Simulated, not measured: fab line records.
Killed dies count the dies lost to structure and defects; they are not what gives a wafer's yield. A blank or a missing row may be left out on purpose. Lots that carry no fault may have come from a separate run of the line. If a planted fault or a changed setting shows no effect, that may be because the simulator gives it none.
Which of the tools did it? -- flow nand harc -- 72 wafers from 24 lots sampled at 6 of the route's 1302 steps

WHAT THE GAUGES SHOWED, per wafer
Not one reading of a measure or inspect step in the record can be checked against a usual standard deviation.

WHICH TOOL RAN EACH LOT (tool, then ch and the chambers of the sampled wafers, then the start)
lot,NHARC_A_CONTACT_ETCH_51,NHARC_A_CONTACT_ETCH_118,NHARC_A_CONTACT_ETCH_123,NHARC_A_CONTACT_ETCH_125,NHARC_A_CONTACT_ETCH_127,NHARC_A_CONTACT_ETCH_131
L074,"rie diel-11 ch 0,1,2, day 21 18:17 or earlier","har cap etch-03 ch 0,1, day 21 18:17","har cap etch-03 ch 0,1, day 21 19:16","har cap etch-03 ch 0,1, day 22 03:30","har cap etch-03 ch 0,1, day 22 03:51","har cap etch-03 ch 0,1, day 22 04:34"
L076,"rie diel-11 ch 0,2,3, day 22 06:50 or earlier","har cap etch-02 ch 0,1, day 22 06:50","har cap etch-02 ch 0,1, day 22 07:44","har cap etch-03 ch 0,1, day 22 15:46","har cap etch-03 ch 0,1, day 22 16:07","har cap etch-03 ch 0,1, day 22 16:49"
L075,"rie diel-06 ch 1,2, day 22 09:24 or earlier","har cap etch-02 ch 0, day 22 09:24","har cap etch-02 ch 0, day 22 10:16","har cap etch-01 ch 0,1, day 22 18:31","har cap etch-01 ch 0,1, day 22 18:52","har cap etch-01 ch 0,1, day 22 19:35"
L077,"rie diel-06 ch 0,3, day 22 19:13 or earlier","har cap etch-02 ch 0,1, day 22 19:13","har cap etch-02 ch 0,1, day 22 20:14","har cap etch-01 ch 0,1, day 23 06:33","har cap etch-01 ch 0,1, day 23 06:54","har cap etch-01 ch 0,1, day 23 07:37"
L079,"rie diel-06 ch 0,2, day 23 01:28 or earlier","har cap etch-01 ch 0,1, day 23 01:28","har cap etch-01 ch 0,1, day 23 02:22","har cap etch-03 ch 1, day 23 13:01","har cap etch-03 ch 1, day 23 13:22","har cap etch-03 ch 1, day 23 14:04"
L078,"rie diel-11 ch 1,3, day 23 03:07 or earlier","har cap etch-02 ch 0,1, day 23 03:07","har cap etch-02 ch 0,1, day 23 03:59","har cap etch-02 ch 0,1, day 23 14:39","har cap etch-02 ch 0,1, day 23 15:00","har cap etch-02 ch 0,1, day 23 15:43"
L080,"rie diel-07 ch 0,1,3, day 23 20:10 or earlier","har cap etch-03 ch 0,1, day 23 20:10","har cap etch-03 ch 0,1, day 23 21:02","har cap etch-01 ch 0,1, day 24 05:16","har cap etch-01 ch 0,1, day 24 05:37","har cap etch-01 ch 0,1, day 24 06:19"
L082,"rie diel-11 ch 0,1, day 24 18:38 or earlier","har cap etch-02 ch 0,1, day 24 18:38","har cap etch-02 ch 0,1, day 24 19:33","har cap etch-03 ch 0,1, day 25 03:43","har cap etch-03 ch 0,1, day 25 04:04","har cap etch-03 ch 0,1, day 25 04:46"
L083,"rie diel-06 ch 0,1,2, day 25 03:13 or earlier","har cap etch-01 ch 0,1, day 25 03:13","har cap etch-01 ch 0,1, day 25 04:05","har cap etch-01 ch 0,1, day 25 12:20","har cap etch-01 ch 0,1, day 25 12:41","har cap etch-01 ch 0,1, day 25 13:23"
L081,"rie diel-06 ch 0,2, day 25 11:57 or earlier","har cap etch-02 ch 0,1, day 25 11:57","har cap etch-02 ch 0,1, day 25 12:49","har cap etch-03 ch 0,1, day 25 21:36","har cap etch-03 ch 0,1, day 25 22:04","har cap etch-03 ch 0,1, day 25 22:47"
L084,"rie diel-06 ch 1,2,3, day 26 01:56 or earlier","har cap etch-01 ch 0,1, day 26 01:56","har cap etch-01 ch 0,1, day 26 02:47","har cap etch-01 ch 0,1, day 26 11:04","har cap etch-01 ch 0,1, day 26 11:25","har cap etch-01 ch 0,1, day 26 12:07"
L085,"rie diel-11 ch 0,2,3, day 26 03:12 or earlier","har cap etch-02 ch 0,1, day 26 03:12","har cap etch-02 ch 0,1, day 26 04:02","har cap etch-02 ch 0,1, day 26 13:52","har cap etch-02 ch 0,1, day 26 14:20","har cap etch-02 ch 0,1, day 26 15:16"
L086,"rie diel-06 ch 1,2, day 26 20:04 or earlier","har cap etch-03 ch 0,1, day 26 20:04","har cap etch-03 ch 0,1, day 26 20:55","har cap etch-01 ch 0,1, day 27 07:08","har cap etch-01 ch 0,1, day 27 07:29","har cap etch-01 ch 0,1, day 27 08:11"
L087,"rie diel-07 ch 2,3, day 27 05:59 or earlier","har cap etch-03 ch 0,1, day 27 05:59","har cap etch-03 ch 0,1, day 27 06:58","har cap etch-03 ch 0,1, day 27 15:18","har cap etch-03 ch 0,1, day 27 15:39","har cap etch-03 ch 0,1, day 27 16:22"
L088,"rie diel-11 ch 0,1,2, day 27 13:23 or earlier","har cap etch-02 ch 0,1, day 27 13:23","har cap etch-02 ch 0,1, day 27 14:19","har cap etch-03 ch 0,1, day 28 00:08","har cap etch-03 ch 0,1, day 28 00:29","har cap etch-03 ch 0,1, day 28 01:11"
L090,"rie diel-11 ch 1,2,3, day 28 09:52 or earlier","har cap etch-02 ch 0,1, day 28 09:52","har cap etch-02 ch 0,1, day 28 10:46","har cap etch-01 ch 0,1, day 28 18:44","har cap etch-01 ch 0,1, day 28 19:05","har cap etch-01 ch 0,1, day 28 19:47"
L089,"rie diel-07 ch 0,2,3, day 28 13:33 or earlier","har cap etch-03 ch 0,1, day 28 13:33","har cap etch-03 ch 0,1, day 28 14:24","har cap etch-02 ch 0,1, day 28 23:58","har cap etch-02 ch 0,1, day 29 00:20","har cap etch-02 ch 0,1, day 29 01:02"
L091,"rie diel-11 ch 0,1,2, day 29 05:52 or earlier","har cap etch-03 ch 0,1, day 29 05:52","har cap etch-03 ch 0,1, day 29 07:00","har cap etch-01 ch 0, day 29 18:39","har cap etch-01 ch 0, day 29 19:07","har cap etch-01 ch 0, day 29 20:04"
L092,"rie diel-06 ch 1,2,3, day 29 05:39 or earlier","har cap etch-01 ch 0,1, day 29 05:39","har cap etch-01 ch 0,1, day 29 06:34","har cap etch-02 ch 0,1, day 29 18:15","har cap etch-02 ch 0,1, day 29 18:37","har cap etch-02 ch 0,1, day 29 19:19"
L094,"rie diel-06 ch 0,2,3, day 29 16:14 or earlier","har cap etch-01 ch 1, day 29 16:14","har cap etch-01 ch 1, day 29 17:22","har cap etch-03 ch 0,1, day 30 02:30","har cap etch-03 ch 0,1, day 30 02:58","har cap etch-03 ch 0,1, day 30 03:55"
L093,"rie diel-11 ch 0,1,2, day 29 16:53 or earlier","har cap etch-03 ch 0,1, day 29 16:53","har cap etch-03 ch 0,1, day 29 18:06","har cap etch-02 ch 0,1, day 30 03:49","har cap etch-02 ch 0,1, day 30 04:10","har cap etch-02 ch 0,1, day 30 04:52"
L095,"rie diel-07 ch 0,1,3, day 30 10:37 or earlier","har cap etch-01 ch 0,1, day 30 10:37","har cap etch-01 ch 0,1, day 30 11:29","har cap etch-02 ch 0,1, day 30 19:39","har cap etch-02 ch 0,1, day 30 20:07","har cap etch-02 ch 0,1, day 30 21:03"
L096,"rie diel-06 ch 0,2,3, day 31 01:55 or earlier","har cap etch-01 ch 0,1, day 31 01:55","har cap etch-01 ch 0,1, day 31 02:49","har cap etch-02 ch 0,1, day 31 10:47","har cap etch-02 ch 0,1, day 31 11:08","har cap etch-02 ch 0,1, day 31 11:50"
L097,"rie diel-07 ch 1,2,3, day 31 19:32 or earlier","har cap etch-03 ch 0,1, day 31 19:32","har cap etch-03 ch 0,1, day 31 20:50","har cap etch-01 ch 0,1, day 32 06:56","har cap etch-01 ch 0,1, day 32 07:17","har cap etch-01 ch 0,1, day 32 07:59"
- NHARC_A_CONTACT_ETCH_51: etches the open film in O2/COS, target depth 7000 nm, time 1820 s.
- NHARC_A_CONTACT_ETCH_118: etches the open film in C4F8/O2/Ar, time 190 s, target depth 1850 nm.
- NHARC_A_CONTACT_ETCH_123: etches the open film in C4F8/O2/Ar, time 490 s, target depth 2110 nm.
- NHARC_A_CONTACT_ETCH_125: etches the open film in C4F8/O2/Ar, time 197 s, target depth 1918 nm.
- NHARC_A_CONTACT_ETCH_127: etches the open film in C4F8/O2/Ar, time 197 s, target depth 1918 nm.
- NHARC_A_CONTACT_ETCH_131: etches the open film in C4F8/O2/Ar, time 197 s, target depth 1918 nm.

WHAT THE TOOLS THEMSELVES READ (means of the sampled wafers that have a number; where no wafer has one, the mark that the record gives instead)
NHARC_A_CONTACT_ETCH_51. Usual: drypump motor current A 5.6 A, standard deviation 0.46; oes product au 0.998 a.u., standard deviation 0.01; rf vpp V 314.4 V, standard deviation 2.5; showerhead plenum p Torr 3.13 Torr, standard deviation 0.16; throttle valve pct 28.329 %, standard deviation 0.0097.
lot,tool,drypump motor current A (A),oes product au (a.u.),rf vpp V (V),showerhead plenum p Torr (Torr),throttle valve pct (%),flag
L074,rie diel-11,5.9,0.997,315.5,3.20,28.329,
L076,rie diel-11,5.6,0.998,314.7,3.16,28.329,
L075,rie diel-06,5.8,0.986,312.3,2.99,28.329,
L077,rie diel-06,5.4,0.992,313.7,3.09,28.334,
L079,rie diel-06,5.6,0.989,313.6,3.09,28.329,
L078,rie diel-11,6.1,0.990,316.4,3.29,28.321,
L080,rie diel-07,5.6,1.000,313.9,3.04,28.334,
L082,rie diel-11,5.7,1.004,313.6,3.08,28.326,
L083,rie diel-06,5.4,0.997,314.8,3.12,28.317,
L081,rie diel-06,5.6,0.995,314.3,3.08,28.326,
L084,rie diel-06,5.6,0.994,312.3,2.98,28.329,
L085,rie diel-11,5.6,1.009,314.7,3.14,28.328,
L086,rie diel-06,5.8,0.993,311.5,2.98,28.328,
L087,rie diel-07,5.3,0.999,315.5,3.15,28.319,
L088,rie diel-11,5.9,1.009,315.2,3.18,28.338,
L090,rie diel-11,6.0,1.010,315.8,3.25,28.326,
L089,rie diel-07,5.2,1.001,316.7,3.22,28.330,
L091,rie diel-11,5.9,1.009,315.2,3.17,28.335,
L092,rie diel-06,5.6,0.993,311.4,2.97,28.333,
L094,rie diel-06,5.5,1.006,314.2,3.07,28.339,
L093,rie diel-11,5.9,1.011,314.8,3.17,28.327,
L095,rie diel-07,5.6,1.000,314.0,3.17,28.329,
L096,rie diel-06,5.5,1.002,313.2,3.07,28.340,
L097,rie diel-07,5.7,0.999,317.0,3.25,28.332,

NHARC_A_CONTACT_ETCH_118. Usual: oes air line au reads 1.004 a.u. (standard deviation 0.02).
lot,tool,oes air line au (a.u.),flag
L074,har cap etch-03,1.009,
L076,har cap etch-02,0.993,
L075,har cap etch-02,0.996,
L077,har cap etch-02,0.984,
L079,har cap etch-01,0.986,
L078,har cap etch-02,1.003,
L080,har cap etch-03,1.017,
L082,har cap etch-02,1.028,
L083,har cap etch-01,1.011,
L081,har cap etch-02,0.983,
L084,har cap etch-01,1.009,
L085,har cap etch-02,0.997,
L086,har cap etch-03,1.020,
L087,har cap etch-03,0.996,
L088,har cap etch-02,1.017,
L090,har cap etch-02,0.993,
L089,har cap etch-03,1.005,
L091,har cap etch-03,1.007,
L092,har cap etch-01,0.991,
L094,har cap etch-01,1.016,
L093,har cap etch-03,1.009,
L095,har cap etch-01,0.979,
L096,har cap etch-01,0.996,
L097,har cap etch-03,1.006,

NHARC_A_CONTACT_ETCH_123. Usual: oes air line au reads 1.002 a.u. (standard deviation 0.02).
lot,tool,oes air line au (a.u.),flag
L074,har cap etch-03,1.010,
L076,har cap etch-02,0.963,
L075,har cap etch-02,0.997,
L077,har cap etch-02,1.006,
L079,har cap etch-01,1.005,
L078,har cap etch-02,1.002,
L080,har cap etch-03,1.003,
L082,har cap etch-02,0.996,
L083,har cap etch-01,0.997,
L081,har cap etch-02,0.976,
L084,har cap etch-01,1.004,
L085,har cap etch-02,1.018,
L086,har cap etch-03,1.012,
L087,har cap etch-03,1.011,
L088,har cap etch-02,1.004,
L090,har cap etch-02,1.003,
L089,har cap etch-03,0.994,
L091,har cap etch-03,1.005,
L092,har cap etch-01,1.030,
L094,har cap etch-01,1.001,
L093,har cap etch-03,0.995,
L095,har cap etch-01,1.009,
L096,har cap etch-01,1.011,
L097,har cap etch-03,0.976,

NHARC_A_CONTACT_ETCH_125. Usual: oes air line au reads 0.998 a.u. (standard deviation 0.02).
lot,tool,oes air line au (a.u.),flag
L074,har cap etch-03,1.010,
L076,har cap etch-03,0.992,
L075,har cap etch-01,0.996,
L077,har cap etch-01,0.998,
L079,har cap etch-03,1.034,
L078,har cap etch-02,1.020,
L080,har cap etch-01,0.987,
L082,har cap etch-03,1.000,
L083,har cap etch-01,0.987,
L081,har cap etch-03,0.991,
L084,har cap etch-01,1.004,
L085,har cap etch-02,0.987,
L086,har cap etch-01,1.023,
L087,har cap etch-03,0.992,
L088,har cap etch-03,1.000,
L090,har cap etch-01,1.012,
L089,har cap etch-02,0.986,
L091,har cap etch-01,1.004,
L092,har cap etch-02,0.992,
L094,har cap etch-03,1.004,
L093,har cap etch-02,0.984,
L095,har cap etch-02,0.979,
L096,har cap etch-02,0.989,
L097,har cap etch-01,1.007,

NHARC_A_CONTACT_ETCH_127. Usual: oes air line au reads 0.999 a.u. (standard deviation 0.022).
lot,tool,oes air line au (a.u.),flag
L074,har cap etch-03,0.991,
L076,har cap etch-03,1.002,
L075,har cap etch-01,0.975,
L077,har cap etch-01,1.005,
L079,har cap etch-03,0.996,
L078,har cap etch-02,1.004,
L080,har cap etch-01,0.984,
L082,har cap etch-03,1.022,
L083,har cap etch-01,1.024,
L081,har cap etch-03,1.028,
L084,har cap etch-01,0.994,
L085,har cap etch-02,0.977,
L086,har cap etch-01,0.986,
L087,har cap etch-03,1.001,
L088,har cap etch-03,0.989,
L090,har cap etch-01,1.000,
L089,har cap etch-02,1.015,
L091,har cap etch-01,0.999,
L092,har cap etch-02,0.989,
L094,har cap etch-03,0.995,
L093,har cap etch-02,0.985,
L095,har cap etch-02,0.987,
L096,har cap etch-02,0.991,
L097,har cap etch-01,0.971,

NHARC_A_CONTACT_ETCH_131. Usual: oes air line au reads 0.999 a.u. (standard deviation 0.022).
lot,tool,oes air line au (a.u.),flag
L074,har cap etch-03,0.987,
L076,har cap etch-03,0.975,
L075,har cap etch-01,1.000,
L077,har cap etch-01,0.999,
L079,har cap etch-03,0.997,
L078,har cap etch-02,1.003,
L080,har cap etch-01,1.006,
L082,har cap etch-03,1.010,
L083,har cap etch-01,1.008,
L081,har cap etch-03,1.018,
L084,har cap etch-01,1.001,
L085,har cap etch-02,1.021,
L086,har cap etch-01,1.026,
L087,har cap etch-03,0.984,
L088,har cap etch-03,0.980,
L090,har cap etch-01,0.988,
L089,har cap etch-02,1.013,
L091,har cap etch-01,1.028,
L092,har cap etch-02,1.022,
L094,har cap etch-03,0.983,
L093,har cap etch-02,1.009,
L095,har cap etch-02,0.978,
L096,har cap etch-02,0.986,
L097,har cap etch-01,1.000,

THE ANSWER, worked out from the rows above alone
Rule: a lot counts as off when the mean over its wafers that have a number is more than 3 standard deviations away from the usual mean. Also off: a lot with no number at a reading for which 4 or more lots have one. All remaining lots with rows at the step are treated as sound. The gauges are gone through in route order, then the tools' own readings, and for those a lot's mean is taken as printed above. The first step at which some lot is off is used, and at that step the reading that is off furthest; a lot without a number counts as furthest.
No lot is off on any of the readings shown, so nothing can be concluded from this.

WHAT THE SIMULATOR HAD INSERTED
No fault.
